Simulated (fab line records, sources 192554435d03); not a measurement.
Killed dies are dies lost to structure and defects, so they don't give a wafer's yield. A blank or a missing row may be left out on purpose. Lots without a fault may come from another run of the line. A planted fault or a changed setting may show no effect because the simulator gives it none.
fab line records | flow n5_finfet
record lots=10 wafers=28 last_day=18
route steps=1938 shown BEOL_M2@841 BEOL_M4@1111 PASSIVATION@1936
lots that met no fault: from a run of the same line without faults
start_h: hours from the record's first day to the start of the lot's first wafer shown | wait_h: hours since the lot's step before | " the same as in the row above | L1.1+2: a row that stands for several wafers | - no value, or no start given | * or withheld: withheld | < > ~ a bound
route shown NAME@n: a module of which the file shows steps, and the number in the route of the first | usual: mean/standard deviation of fault-free wafers | same: alike in all rows | chamber/n: place in a boat | sites: the reading at each site | _std_site: their standard deviation | _edge_site: outer sites' mean less inner sites' | radius_mm: how far each site lies from the wafer's centre | mask NAME#n: copy n | behind: the tool/chamber that last shaped the wafer | hold: why the lot was held/for how many hours/how that ended | device: the transistor (n, p or np) that didn't switch | end of line: the same wafers' tests at the end of the route | a step without rows: its recipe alone | killed: dies lost to structure and defects at the first sort, not the wafer's yield | map: a wafer's dies, x killed, . not, _ none there
set.NAME: the setting as run; set.NAME@STEP: as run at that earlier step | model.NAME: the simulator's own value behind a step, which no gauge read
steps of the route over a sample of lots; a table a step, a row a wafer
services: from which hour (start_h, from the record's first day; less than 0 if before it) a tool's chamber was out of use, for how many hours, and why
## steps
# step N5_BEOL_M2_ILD_DEP_00
# recipe material=SiOC target_thk_a=790 temp_c=350 precursor=DEMS/O2 pressure_torr=5 rf_w=500 time_s=15.3
# usual heater_power_w=509/83 showerhead_plenum_p_Torr=5.701/0.017 throttle_valve_pct=11.8/0.4
# columns lot.wafer tool chamber start_h wait_h heater_power_w showerhead_plenum_p_Torr throttle_valve_pct
L271.5 pecvd-03 2 150.08 0.1 463 5.682 11.0
L271.6 " 0 " " 482 5.685 11.8
L270.3 pecvd-01 1 151.15 0.0 381 5.685 11.3
L270.4 " 1 " " 374 5.699 11.2
L270.5 " 2 " " 474 5.698 11.8
L275.2 pecvd-03 2 177.82 0.0 374 5.684 11.1
L275.3 " 1 " " 508 5.687 12.3
L275.5 " 2 " " 392 5.692 11.5
L276.1 pecvd-03 2 186.88 0.0 433 5.687 11.4
L276.4 " 2 " " 435 5.682 11.4
L276.6 " 1 " " 505 5.713 12.5
L279.1 pecvd-03 0 201.68 0.0 472 5.692 12.2
L279.2 " 1 " " 500 5.687 12.3
L279.3 " 2 " " 438 5.695 11.3
L283.4 pecvd-04 1 222.10 0.1 640 5.701 11.8
L283.5 " 0 " " 461 5.712 12.0
L285.1 pecvd-03 2 240.76 0.0 463 5.678 11.3
L285.5 " 2 " " 449 5.688 11.7
L285.6 " 1 " " 463 5.703 12.4
L287.2 pecvd-01 0 255.66 0.0 529 5.714 12.0
L287.4 " 1 " " 380 5.707 11.6
L287.6 " 0 " " 536 5.718 12.0
L289.1 pecvd-03 2 260.12 0.0 443 5.692 11.5
L289.4 " 1 " " 481 5.702 12.7
L289.6 " 0 " " 428 5.685 12.0
L290.1 pecvd-04 1 275.04 0.0 548 5.693 11.7
L290.4 " 0 " " 521 5.700 12.2
L290.6 " 2 " " 621 5.735 11.8
# step N5_BEOL_M2_STRIP_66
# recipe chemistry=CF4 resist=SiARC power_w=300 bias_power_w=75 pressure_mtorr=50 cf4_flow_sccm=150 rf_frequency_hz=6e+07
# usual cf4_flow_sccm=149.9/0.41 drypump_motor_current_A=5.4/0.4 oes_product_au=0.80/0.066 power_w=300.0/0.8 rf_vpp_V=271.7/1.6 showerhead_plenum_p_Torr=1.82/0.055 throttle_valve_pct=13.54/0.23
# columns lot.wafer tool chamber start_h wait_h cf4_flow_sccm drypump_motor_current_A oes_product_au power_w rf_hours_counter_h rf_vpp_V showerhead_plenum_p_Torr throttle_valve_pct
L271.5 rie_diel-05 0 151.42 0.0 149.6 5.4 0.87 299.2 - 270.6 1.75 13.51
L271.6 " 1 " " 149.5 5.6 0.77 299.7 - 273.1 1.86 13.17
L270.3 rie_diel-02 0 152.06 0.0 150.4 4.9 0.76 299.8 149 271.8 1.80 13.54
L270.4 " 1 " " 149.7 4.9 0.80 298.5 93 273.2 1.88 13.46
L270.5 " 2 " " 149.9 6.4 0.85 300.5 - 274.4 1.88 13.38
L275.2 rie_diel-01 3 178.95 0.0 149.3 5.7 0.77 300.4 116 271.3 1.82 13.96
L275.3 " 1 " " 149.7 5.7 0.87 299.8 27 273.0 1.90 13.65
L275.5 " 0 " " 150.5 6.0 0.69 300.2 - 269.7 1.68 13.84
L276.1 rie_diel-05 3 189.82 0.0 149.9 5.1 0.82 298.8 84 272.3 1.82 13.66
L276.4 " 3 " " 150.1 5.1 0.82 300.1 - 269.2 1.82 13.66
L276.6 " 0 " " 149.8 5.4 0.86 298.8 - 270.7 1.75 13.55
L279.1 rie_diel-02 1 204.44 0.0 149.8 4.9 0.79 300.8 106 274.3 1.88 13.50
L279.2 " 2 " " 149.7 6.3 0.82 300.6 62 272.2 1.87 13.39
L279.3 " 3 " " 148.9 5.2 0.74 300.2 137 271.8 1.80 13.72
L283.4 rie_diel-05 3 226.23 0.0 150.1 5.1 0.81 299.6 - 272.1 1.82 13.70
L283.5 " 0 " " 150.0 5.4 0.84 299.6 - 270.2 1.74 13.60
L285.1 rie_diel-05 3 242.44 0.0 149.3 5.1 0.80 299.7 105 269.3 1.82 13.71
L285.5 " 1 " " 150.8 5.6 0.74 298.4 - 272.8 1.85 13.28
L285.6 " 2 " " 150.5 5.2 0.94 299.7 - 273.7 1.83 13.12
L287.2 rie_diel-02 3 256.70 0.0 150.4 5.2 0.73 298.9 155 271.1 1.80 13.75
L287.4 " 1 " " 149.5 5.0 0.78 300.6 123 270.8 1.87 13.54
L287.6 " 1 " " 149.7 5.0 0.77 300.9 - 274.6 1.87 13.53
L289.1 rie_diel-01 0 261.74 0.0 149.6 6.0 0.93 299.5 14 273.1 1.88 13.27
L289.4 " 2 " " 149.9 5.2 0.77 299.8 119 269.2 1.80 13.32
L289.6 " 0 " " 149.9 6.0 0.93 299.1 - 273.7 1.88 13.25
L290.1 rie_diel-01 2 277.84 0.0 149.9 5.2 0.76 299.4 124 272.2 1.80 13.32
L290.4 " 3 " " 150.0 5.7 0.73 299.3 158 271.0 1.81 14.04
L290.6 " 1 " " 149.6 5.7 0.82 300.1 - 273.7 1.89 13.76
# step N5_BEOL_M2_STRIP_19
# recipe chemistry=O2 power_w=400 temp_c=40 pressure_mtorr=30 rf_frequency_hz=6e+07 bias_power_w=0 overash_fraction=0.2 o2_flow_sccm=225
# usual drypump_motor_current_A=5.4/0.38 oes_product_au=0.82/0.069 rf_vpp_V=3.6/0.44 showerhead_plenum_p_Torr=2.14/0.071 throttle_valve_pct=16.65/0.21
# columns lot.wafer tool chamber start_h wait_h drypump_motor_current_A oes_product_au rf_hours_counter_h rf_vpp_V showerhead_plenum_p_Torr throttle_valve_pct
L271.5 rie_diel-02 1 151.63 0.1 5.0 0.79 - 3.3 2.23 16.70
L271.6 " 2 " " 6.3 0.86 - 4.5 2.20 16.45
L270.3 rie_diel-01 3 152.21 0.1 5.7 0.79 107 4.0 2.12 16.95
L270.4 " 0 " " 6.0 0.70 233 4.1 1.96 16.88
L270.5 " 1 " " 5.7 0.92 - 4.1 2.23 16.78
L275.2 rie_diel-05 1 179.10 0.1 5.6 0.76 135 3.6 2.23 16.51
L275.3 " 2 " " 5.2 0.68 247 3.9 2.16 16.74
L275.5 " 3 " " 5.1 0.85 - 3.3 2.13 16.80
L276.1 rie_diel-05 1 190.06 0.2 5.6 0.76 139 4.0 2.23 16.49
L276.4 " 3 " " 5.1 0.84 - 4.9 2.13 16.80
L276.6 " 1 " " 5.6 0.75 - 3.8 2.23 16.50
L279.1 rie_diel-01 1 204.59 0.1 5.7 0.87 38 3.8 2.22 16.83
L279.2 " 3 " " 5.7 0.76 128 3.3 2.11 16.99
L279.3 " 2 " " 5.1 0.79 96 3.3 2.09 16.22
L283.4 rie_diel-02 3 226.37 0.1 5.2 0.74 144 3.9 2.11 16.85
L283.5 " 2 " " 6.4 0.85 - 3.8 2.19 16.50
L285.1 rie_diel-02 0 242.59 0.1 4.9 0.76 172 3.4 2.09 16.62
L285.5 " 0 " " 4.9 0.75 - 4.3 2.09 16.63
L285.6 " 3 " " 5.2 0.73 - 3.4 2.11 16.85
L287.2 rie_diel-05 3 256.86 0.1 5.1 0.81 110 3.6 2.12 16.85
L287.4 " 0 " " 5.4 0.84 83 3.9 2.02 16.69
L287.6 " 0 " " 5.4 0.85 - 4.0 2.02 16.69
L289.1 rie_diel-01 2 261.89 0.1 5.2 0.78 119 3.6 2.08 16.27
L289.4 " 3 " " 5.7 0.74 153 3.3 2.10 17.04
L289.6 " 3 " " 5.7 0.75 - 4.3 2.10 17.03
L290.1 rie_diel-05 2 278.00 0.1 5.1 0.92 21 3.4 2.15 16.35
L290.4 " 0 " " 5.4 0.84 90 3.6 2.02 16.71
L290.6 " 0 " " 5.4 0.83 - 3.6 2.02 16.71
# step N5_BEOL_M2_COAT_67
# recipe resist=SOC temp_c=250 time_s=60 spin_rpm=1500 resist_thk_nm=60
# usual dispense_pressure_kPa=50.7/0.71 spin_speed_rpm=1499.9/0.99
# columns lot.wafer tool chamber start_h wait_h dispense_pressure_kPa spin_speed_rpm
L271.5 litho_track-04 0 151.72 0.0 50.8 1499.6
L271.6 " 0 " " 50.8 1498.6
L270.3 litho_track-04 0 152.32 0.0 50.8 1500.7
L270.4 " 0 " " 50.8 1498.5
L270.5 " 0 " " 50.8 1499.8
L275.2 litho_track-04 0 179.21 0.0 50.7 1602.8
L275.3 " 0 " " 50.8 1601.8
L275.5 " 0 " " 50.8 1601.5
L276.1 litho_track-04 0 190.17 0.0 50.8 1603.0
L276.4 " 0 " " 50.8 1602.2
L276.6 " 0 " " 50.8 1602.6
L279.1 litho_track-04 0 204.70 0.0 50.8 1600.7
L279.2 " 0 " " 50.8 1601.9
L279.3 " 0 " " 50.8 1600.0
L283.4 litho_track-05 0 226.48 0.0 51.0 1499.3
L283.5 " 0 " " 51.0 1499.7
L285.1 litho_track-05 0 242.70 0.0 51.1 1500.8
L285.5 " 0 " " 51.0 1501.0
L285.6 " 0 " " 51.1 1500.5
L287.2 litho_track-04 0 256.97 0.0 50.8 1500.8
L287.4 " 0 " " 50.8 1500.7
L287.6 " 0 " " 50.8 1501.5
L289.1 litho_track-05 0 262.00 0.0 51.0 1499.9
L289.4 " 0 " " 51.0 1497.8
L289.6 " 0 " " 51.0 1499.0
L290.1 litho_track-04 0 278.11 0.0 50.9 1499.9
L290.4 " 0 " " 50.8 1500.0
L290.6 " 0 " " 50.8 1501.0
# step N5_BEOL_M4_RC_MEAS_101
# usual DIBL_N=37.4/2.1 DIBL_P=37.8/2.5 IOFF_N=0.19/0.045 IOFF_P=0.24/0.05 ION_N=682/16 ION_P=467/11 SS_N=71.9/0.67 SS_P=73.6/0.76 VT_N=247/3.6 VT_P=-248/3.6
# columns lot.wafer tool chamber start_h wait_h DIBL_N[mV/V] DIBL_P[mV/V] IOFF_N[nA/um] IOFF_P[nA/um] ION_N[uA/um] ION_P[uA/um] SS_N[mV/dec] SS_P[mV/dec] VT_N[mV] VT_P[mV]
L271.5 prober-01 0 181.68 0.6 35.5 36.7 0.14 0.21 666 463 71.5 73.2 252 -252
L271.6 " 0 " " 37.0 36.9 0.16 0.22 669 458 71.8 73.8 249 -249
L270.3 prober-02 0 185.35 0.3 35.1 34.3 0.15 0.19 694 475 71.3 72.7 249 -252
L270.4 " 0 " " 37.9 36.8 0.19 0.22 690 465 72.0 73.8 244 -249
L270.5 " 0 " " 36.0 33.6 0.14 0.18 650 447 72.1 73.1 253 -252
L275.2 prober-02 0 215.91 0.2 38.6 38.7 0.20 0.21 692 458 72.2 74.4 246 -255
L275.3 " 0 " " 36.3 36.8 0.16 0.19 667 448 72.1 73.4 246 -254
L275.5 " 0 " " 38.6 39.7 0.21 0.24 699 467 72.4 74.1 245 -252
L276.1 prober-01 0 217.65 0.0 40.9 43.1 0.31 0.38 709 491 72.6 75.3 238 -241
L276.4 " 0 " " 33.8 33.3 0.12 0.18 663 464 71.0 72.5 254 -251
L276.6 " 0 " " 36.3 36.8 0.18 0.25 711 492 71.1 73.5 247 -245
L279.1 prober-01 0 237.62 0.0 39.5 38.9 0.24 0.29 695 475 72.4 74.2 243 -245
L279.2 " 0 " " 35.7 35.8 0.16 0.22 697 478 71.2 72.9 247 -246
L279.3 " 0 " " 39.3 38.4 0.24 0.27 678 461 72.7 73.1 244 -245
L283.4 prober-01 0 261.76 0.5 40.4 40.0 0.24 0.29 675 460 72.8 74.3 248 -247
L283.5 " 0 " " 39.0 38.3 0.19 0.26 662 456 73.4 74.4 250 -251
L285.1 prober-01 0 283.37 0.0 40.4 43.3 0.25 0.38 675 465 72.9 75.2 243 -243
L285.5 " 0 " " 37.5 37.7 0.17 0.23 663 453 72.1 72.9 252 -249
L285.6 " 0 " " 40.2 42.0 0.26 0.35 710 484 71.9 74.2 241 -239
L287.2 prober-01 0 292.49 0.2 35.8 34.2 0.13 0.18 677 471 70.6 72.6 252 -251
L287.4 " 0 " " 36.1 33.9 0.14 0.19 681 471 70.8 72.5 251 -250
L287.6 " 0 " " 38.4 36.6 0.16 0.22 673 465 71.3 73.1 252 -249
L289.1 prober-02 0 299.62 0.0 31.5 31.3 0.10 0.15 654 459 70.0 71.4 254 -254
L289.4 " 0 " " 34.3 34.7 0.14 0.19 665 465 71.4 72.7 250 -248
L289.6 " 0 " " 34.5 35.4 0.14 0.20 667 463 71.7 72.8 250 -251
L290.1 prober-01 0 315.96 0.0 36.1 36.7 0.15 0.20 659 448 71.9 72.8 251 -252
L290.4 " 0 " " 35.7 36.4 0.15 0.21 656 452 71.4 73.3 248 -249
L290.6 " 0 " " 35.1 36.8 0.14 0.21 673 461 72.2 73.0 250 -252
# step N5_PASSIVATION_PROBE_49
# usual defect_limited_yield=90.9/1.6 killed_at_M0_to_M3=34/10 killed_at_M4_up=13/5.4 killed_at_contacts=13/6 killed_at_front_end=42/13 killed_at_other=4/3.2 killed_dies=107/18 killed_on_rim=14/4.2 killed_open=69/14 killed_short=35/7.7 sort_bin_4_leakage=0.02/0.17 sort_bin_5_function=5.3/1 sort_bin_6_memory=3.3/0.75 sort_n_pass=1073/19 sort_yield_pct=90.9/1.6
# same gross_dies=1180 killed_at_back_side=0 sort_bin_8_speed[%]=0
# columns lot.wafer tool chamber start_h wait_h defect_limited_yield[%] killed_at_M0_to_M3 killed_at_M4_up killed_at_contacts killed_at_front_end killed_at_other killed_dies killed_on_rim killed_open killed_short sort_bin_4_leakage[%] sort_bin_5_function[%] sort_bin_6_memory[%] sort_n_pass sort_yield_pct[%]
L271.5 prober-02 - 280.29 0.2 89.8 45 12 13 48 2 120 19 79 31 0 6.1 3.1 1060 89.8
L271.6 prober-02 - 280.34 0.3 91.7 36 17 7 36 2 98 12 63 33 0 5.1 3.1 1082 91.7
L270.3 prober-01 - 287.61 0.1 93.4 25 14 15 23 1 78 12 55 22 0 3.1 3.2 1102 93.4
L270.4 prober-01 - 287.66 0.2 91.9 30 13 17 32 3 95 9 58 34 0 5.3 2.6 1085 91.9
L270.5 prober-01 - 287.71 0.2 91.8 37 12 13 32 3 97 14 61 35 0 3.9 3.8 1083 91.8
L275.2 prober-02 - 315.63 0.1 90.3 29 8 7 69 2 115 15 86 29 0 5.6 4.1 1065 90.3
L275.3 prober-02 - 315.68 0.1 90.3 45 16 15 36 2 114 13 69 42 0 5.8 3.5 1066 90.3
L275.5 prober-02 - 315.78 0.2 90.8 29 7 15 55 3 109 17 77 30 0 6.1 3.0 1071 90.8
L276.1 prober-02 - 327.01 0.0 91.3 28 14 18 31 12 103 11 74 27 0.93 5.6 3.0 1066 90.3
L276.4 prober-02 - 327.16 0.2 86.4 64 23 19 50 5 161 38 92 55 0 7.1 4.8 1019 86.4
L276.6 prober-02 - 327.26 0.3 91.0 37 16 15 34 4 106 10 67 38 0 5.7 3.2 1074 91.0
L279.1 prober-02 - 341.94 0.0 93.7 22 18 8 24 2 74 6 54 20 0 3.9 2.2 1106 93.7
L279.2 prober-02 - 341.99 0.1 91.9 39 13 13 28 2 95 8 63 31 0 5.2 2.7 1085 91.9
L279.3 prober-02 - 342.04 0.1 91.8 34 17 6 36 4 97 21 58 25 0 4.3 2.5 1083 91.8
L283.4 prober-02 - 357.22 0.2 92.8 28 20 3 30 4 85 13 51 31 0 3.7 2.7 1095 92.8
L283.5 prober-02 - 357.27 0.2 93.1 24 23 6 23 6 82 10 61 20 0 4.2 2.6 1098 93.1
L285.1 prober-01 - 388.60 0.0 90.3 35 16 17 45 2 115 19 70 39 0.08 5.4 3.8 1064 90.2
L285.5 prober-01 - 388.80 0.2 89.1 62 14 17 27 9 129 17 88 40 0 6.3 4.4 1051 89.1
L285.6 prober-01 - 388.85 0.3 90.0 62 10 7 36 3 118 19 72 42 0 6.4 3.1 1062 90.0
L289.1 prober-02 - 400.77 0.0 90.8 26 20 13 46 3 108 16 70 33 0 5.8 2.9 1072 90.8
L289.4 prober-02 - 400.92 0.2 93.1 20 16 13 31 1 81 12 56 25 0 4.2 2.4 1099 93.1
L289.6 prober-02 - 401.02 0.3 92.7 29 13 9 33 2 86 10 44 38 0 3.9 2.7 1094 92.7
L287.2 prober-02 - 420.85 0.1 90.6 33 16 6 55 1 111 19 73 36 0 5.4 3.6 1069 90.6
L287.4 prober-02 - 420.95 0.2 90.4 41 6 26 31 9 113 15 70 41 0 4.9 4.2 1067 90.4
L287.6 prober-02 - 421.05 0.3 92.9 17 12 13 39 3 84 13 52 30 0 3.8 3.2 1096 92.9
L290.1 prober-01 - 424.68 0.0 89.8 55 17 8 38 2 120 17 87 27 0 5.2 4.2 1060 89.8
L290.4 prober-01 - 424.83 0.2 88.6 43 21 13 56 2 135 19 78 53 0 6.9 3.6 1045 88.6
L290.6 prober-01 - 424.93 0.3 88.7 54 15 18 42 4 133 18 86 38 0 6.9 3.6 1047 88.7
# killed by level:class
L271.5 MOL_CONTACT_COAG:geometric_particle:open=11 DUMMY_GATE:geometric_particle:open=10 BEOL_M0_SAQP:geometric_particle:open=8 BEOL_M0_SAQP:geometric_particle:short=8 BEOL_M1:geometric_particle:open=8 HKMG_FIN:area_etch=8 STI_FIN_REVEAL:geometric_particle:open=7 FIN_SAQP:geometric_particle:open=6
L271.6 BEOL_M1:geometric_particle:open=14 DUMMY_GATE:geometric_particle:open=9 BEOL_M0_SAQP:geometric_particle:short=9 BEOL_M4:geometric_particle:open=9 STI_FIN_REVEAL:geometric_particle:open=7 BEOL_M0_SAQP:geometric_particle:open=7 FIN_SAQP:geometric_particle:short=5 FIN_SAQP:geometric_particle:open=3
L270.3 MOL_CONTACT_COAG:geometric_particle:open=13 FIN_SAQP:geometric_particle:short=10 BEOL_M2:geometric_particle:open=8 BEOL_M0_SAQP:geometric_particle:open=5 STI_FIN_REVEAL:geometric_particle:open=4 BEOL_M5:geometric_particle:open=4 ILD0:geometric_particle:open=3 BEOL_M1:geometric_particle:open=3
L270.4 MOL_CONTACT_COAG:geometric_particle:open=11 BEOL_M1:geometric_particle:open=8 BEOL_M2:geometric_particle:open=7 MOL_CONTACT_COAG:geometric_particle:short=6 FIN_SAQP:geometric_particle:short=4 STI_FIN_REVEAL:geometric_particle:open=4 DUMMY_GATE:geometric_particle:open=4 BEOL_M0_SAQP:geometric_particle:short=4
L270.5 BEOL_M1:geometric_particle:open=13 MOL_CONTACT_COAG:geometric_particle:open=11 BEOL_M0_SAQP:geometric_particle:short=10 ILD0:geometric_particle:open=7 ILD0:geometric_particle:short=6 FIN_SAQP:geometric_particle:short=5 BEOL_M0_SAQP:geometric_particle:open=5 BEOL_M1:geometric_particle:short=5
L275.2 STI_FIN_REVEAL:geometric_particle:open=33 STI_FIN_REVEAL:geometric_particle:short=9 FIN_SAQP:geometric_particle:short=8 FIN_SAQP:geometric_particle:open=7 BEOL_M1:geometric_particle:open=6 BEOL_M0_SAQP:geometric_particle:open=5 BEOL_M0:geometric_particle:open=5 BEOL_M2:geometric_particle:open=5
L275.3 BEOL_M0_SAQP:geometric_particle:short=10 MOL_CONTACT_COAG:geometric_particle:open=10 BEOL_M0_SAQP:geometric_particle:open=9 STI_FIN_REVEAL:geometric_particle:open=8 BEOL_M3:geometric_particle:open=7 BEOL_M4:geometric_particle:open=7 FIN_SAQP:geometric_particle:open=6 BEOL_M0:geometric_particle:short=6
L275.5 FIN_SAQP:geometric_particle:open=15 STI_FIN_REVEAL:geometric_particle:open=12 MOL_CONTACT_COAG:geometric_particle:open=11 FIN_SAQP:geometric_particle:short=9 BEOL_M2:geometric_particle:open=8 DUMMY_GATE:geometric_particle:open=6 BEOL_M1:geometric_particle:open=6 MOL_CONTACT_COAG:geometric_particle:short=4
L276.1 MOL_CONTACT_COAG:geometric_particle:open=13 STI_FIN_REVEAL:geometric_particle:open=12 BEOL_M4:geometric_particle:open=10 BEOL_M0_SAQP:geometric_particle:open=8 BEOL_M2:geometric_particle:open=6 BEOL_M1:geometric_particle:open=6 FIN_SAQP:geometric_particle:short=5 MOL_CONTACT_COAG:geometric_particle:short=5
L276.4 BEOL_M0_SAQP:geometric_particle:short=22 BEOL_M0_SAQP:geometric_particle:open=16 FIN_SAQP:geometric_particle:open=15 BEOL_M4:geometric_particle:open=14 HKMG_FIN:area_etch=13 MOL_CONTACT_COAG:geometric_particle:open=12 BEOL_M2:geometric_particle:open=11 MOL_CONTACT_COAG:geometric_particle:short=7
L276.6 MOL_CONTACT_COAG:geometric_particle:open=10 BEOL_M4:geometric_particle:open=10 FIN_SAQP:geometric_particle:open=9 BEOL_M3:geometric_particle:open=8 BEOL_M0_SAQP:geometric_particle:short=8 FIN_SAQP:geometric_particle:short=6 STI_FIN_REVEAL:geometric_particle:open=6 BEOL_M0_SAQP:geometric_particle:open=6
L279.1 BEOL_M4:geometric_particle:open=11 STI_FIN_REVEAL:geometric_particle:open=9 BEOL_M0_SAQP:geometric_particle:open=6 MOL_CONTACT_COAG:geometric_particle:open=5 DUMMY_GATE:geometric_particle:open=4 STARTING-WAFER:geometric_particle:short=4 MOL_CONTACT_COAG:geometric_particle:short=3 BEOL_M0_SAQP:geometric_particle:short=3
L279.2 BEOL_M2:geometric_particle:open=12 DUMMY_GATE:geometric_particle:open=9 MOL_CONTACT_COAG:geometric_particle:open=9 BEOL_M4:geometric_particle:open=7 BEOL_M0_SAQP:geometric_particle:open=6 BEOL_M0_SAQP:geometric_particle:short=6 MOL_CONTACT_COAG:geometric_particle:short=4 FIN_SAQP:geometric_particle:short=3
L279.3 HKMG_FIN:area_etch=13 BEOL_M3:geometric_particle:open=10 BEOL_M4:geometric_particle:open=10 STI_FIN_REVEAL:geometric_particle:open=6 BEOL_M0_SAQP:geometric_particle:short=6 DUMMY_GATE:geometric_particle:open=5 MOL_CONTACT_COAG:geometric_particle:open=5 BEOL_M1:geometric_particle:open=5
L283.4 BEOL_M4:geometric_particle:open=7 BEOL_M0_SAQP:geometric_particle:short=6 BEOL_M0_SAQP:geometric_particle:open=5 BEOL_M3:geometric_particle:open=5 BEOL_M5:geometric_particle:open=5 DUMMY_GATE:geometric_particle:open=4 ILD0:geometric_particle:short=4 GATE_CUT:geometric_particle:short=4
L283.5 BEOL_M2:geometric_particle:open=8 BEOL_M5:geometric_particle:open=6 STI_FIN_REVEAL:geometric_particle:open=6 FIN_SAQP:geometric_particle:short=5 MOL_CONTACT_COAG:geometric_particle:open=5 BEOL_M8:geometric_particle:open=5 BEOL_M1:geometric_particle:open=4 BEOL_M4:geometric_particle:open=4
L285.1 MOL_CONTACT_COAG:geometric_particle:open=14 BEOL_M0_SAQP:geometric_particle:short=12 FIN_SAQP:geometric_particle:open=11 BEOL_M4:geometric_particle:open=9 FIN_SAQP:geometric_particle:short=8 DUMMY_GATE:geometric_particle:open=5 STARTING-WAFER:geometric_particle:short=5 BEOL_M1:geometric_particle:open=5
L285.5 BEOL_M0_SAQP:geometric_particle:open=22 BEOL_M0_SAQP:geometric_particle:short=20 MOL_CONTACT_COAG:geometric_particle:open=14 BEOL_M4:geometric_particle:open=11 BEOL_M1:geometric_particle:open=9 STI_FIN_REVEAL:geometric_particle:open=6 BEOL_M2:geometric_particle:open=5 DUMMY_GATE:geometric_particle:open=4
L285.6 BEOL_M0_SAQP:geometric_particle:open=23 BEOL_M0_SAQP:geometric_particle:short=14 FIN_SAQP:geometric_particle:open=8 GATE_CUT:geometric_particle:short=7 MOL_CONTACT_COAG:geometric_particle:open=7 BEOL_M3:geometric_particle:open=7 BEOL_M1:geometric_particle:open=6 BEOL_M4:geometric_particle:open=6
L289.1 STI_FIN_REVEAL:geometric_particle:open=20 MOL_CONTACT_COAG:geometric_particle:open=9 BEOL_M4:geometric_particle:open=8 BEOL_M2:geometric_particle:open=8 STI_FIN_REVEAL:geometric_particle:short=6 FIN_SAQP:geometric_particle:open=4 BEOL_M0_SAQP:geometric_particle:open=4 MOL_CONTACT_COAG:geometric_particle:short=4
L289.4 STI_FIN_REVEAL:geometric_particle:open=13 MOL_CONTACT_COAG:geometric_particle:open=10 BEOL_M4:geometric_particle:open=10 BEOL_M3:geometric_particle:open=5 FIN_SAQP:geometric_particle:short=4 STI_FIN_REVEAL:geometric_particle:short=4 MOL_CONTACT_COAG:geometric_particle:short=3 BEOL_M1:geometric_particle:open=3
L289.6 STI_FIN_REVEAL:geometric_particle:open=11 MOL_CONTACT_COAG:geometric_particle:open=7 BEOL_M0_SAQP:geometric_particle:short=7 STARTING-WAFER:geometric_particle:short=7 BEOL_M1:geometric_particle:short=6 BEOL_M2:geometric_particle:short=5 BEOL_M4:geometric_particle:open=5 BEOL_M2:geometric_particle:open=4
L287.2 FIN_SAQP:geometric_particle:short=12 STI_FIN_REVEAL:geometric_particle:open=11 FIN_SAQP:geometric_particle:open=7 BEOL_M1:geometric_particle:open=7 BEOL_M2:geometric_particle:open=7 DUMMY_GATE:geometric_particle:open=6 BEOL_M3:geometric_particle:open=6 MOL_CONTACT_COAG:geometric_particle:open=5
L287.4 MOL_CONTACT_COAG:geometric_particle:open=20 FIN_SAQP:geometric_particle:short=8 STI_FIN_REVEAL:geometric_particle:open=7 BEOL_M0_SAQP:geometric_particle:short=7 BEOL_M2:geometric_particle:open=7 BEOL_M3:geometric_particle:open=7 BEOL_M0_SAQP:geometric_particle:open=6 PAD_METAL:geometric_particle:short=6
L287.6 FIN_SAQP:geometric_particle:open=13 MOL_CONTACT_COAG:geometric_particle:open=10 FIN_SAQP:geometric_particle:short=9 BEOL_M4:geometric_particle:short=7 STI_FIN_REVEAL:geometric_particle:open=4 DUMMY_GATE:geometric_particle:open=4 BEOL_M2:geometric_particle:open=4 MOL_CONTACT_COAG:geometric_particle:short=3
L290.1 BEOL_M2:geometric_particle:open=18 BEOL_M0_SAQP:geometric_particle:open=10 FIN_SAQP:geometric_particle:open=8 BEOL_M4:geometric_particle:open=8 MOL_CONTACT_COAG:geometric_particle:open=7 BEOL_M1:geometric_particle:open=7 STI_FIN_REVEAL:geometric_particle:open=6 BEOL_M0_SAQP:geometric_particle:short=5
L290.4 BEOL_M0_SAQP:geometric_particle:short=13 FIN_SAQP:geometric_particle:open=10 STI_FIN_REVEAL:geometric_particle:open=10 BEOL_M4:geometric_particle:open=10 FIN_SAQP:geometric_particle:short=9 BEOL_M0_SAQP:geometric_particle:open=9 BEOL_M2:geometric_particle:open=9 MOL_CONTACT_COAG:geometric_particle:open=8
L290.6 BEOL_M0_SAQP:geometric_particle:open=15 MOL_CONTACT_COAG:geometric_particle:open=13 BEOL_M0_SAQP:geometric_particle:short=13 BEOL_M4:geometric_particle:open=10 BEOL_M2:geometric_particle:open=9 DUMMY_GATE:geometric_particle:open=7 FIN_SAQP:geometric_particle:open=5 STI_FIN_REVEAL:geometric_particle:open=5
## services
# columns tool chamber start_h hours kind
rie_diel-02 2 136.70 8.8 repair
pecvd-04 - 139.50 0.5 repair
rie_diel-02 - 154.74 14.6 pm
rie_diel-05 2 159.38 5.2 repair
pecvd-03 2 165.01 2.1 scheduled_down
rie_diel-02 1 170.92 3.2 repair
pecvd-03 0 175.21 5.5 scheduled_down
pecvd-04 - 182.39 1.5 repair
rie_diel-05 2 185.33 - clean
rie_diel-05 2 185.33 - consumable_replace:focus_ring
rie_diel-05 2 185.33 22.6 scheduled_down
rie_diel-05 2 185.33 22.6 vent_cycle
pecvd-04 1 188.20 4.6 repair
pecvd-01 - 188.36 0.8 repair
rie_diel-01 0 194.65 - clean
rie_diel-01 0 194.65 - consumable_replace:focus_ring
rie_diel-01 0 194.65 - consumable_replace:showerhead
rie_diel-01 0 194.65 18.3 scheduled_down
rie_diel-01 0 194.65 18.3 vent_cycle
rie_diel-02 - 201.05 2.8 pm
pecvd-01 - 242.73 2.0 repair
rie_diel-05 3 264.39 4.8 repair
pecvd-01 1 268.27 3.6 repair
rie_diel-05 - 272.79 2.8 pm
## key
first_sign step=N5_BEOL_M2_COAT_67 reading=spin_speed_rpm direction=up sigmas=99+ usual=* struck=*
effect none on later readings
met_at N5_BEOL_M2_COAT_67
struck_lots L275,L276,L279
baseline_loss step=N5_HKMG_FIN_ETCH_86 wafers=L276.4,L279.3
not_acting_at N5_BEOL_M2_ILD_DEP_00,N5_BEOL_M2_STRIP_66,N5_BEOL_M2_STRIP_19
onset_between 152.32 179.21
fault kind=process_parameter_drift tool=litho_track-04 chamber=- onset_h=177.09 steps=N5_BEOL_M2_COAT_67 channel=spin_rpm offset=* shape=step end_h=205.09 acts_in=* stated=*
# baseline_loss: these wafers lose ten dies or more at that step, a loss of the line's own and not of a fault; the sort's usual values leave them out
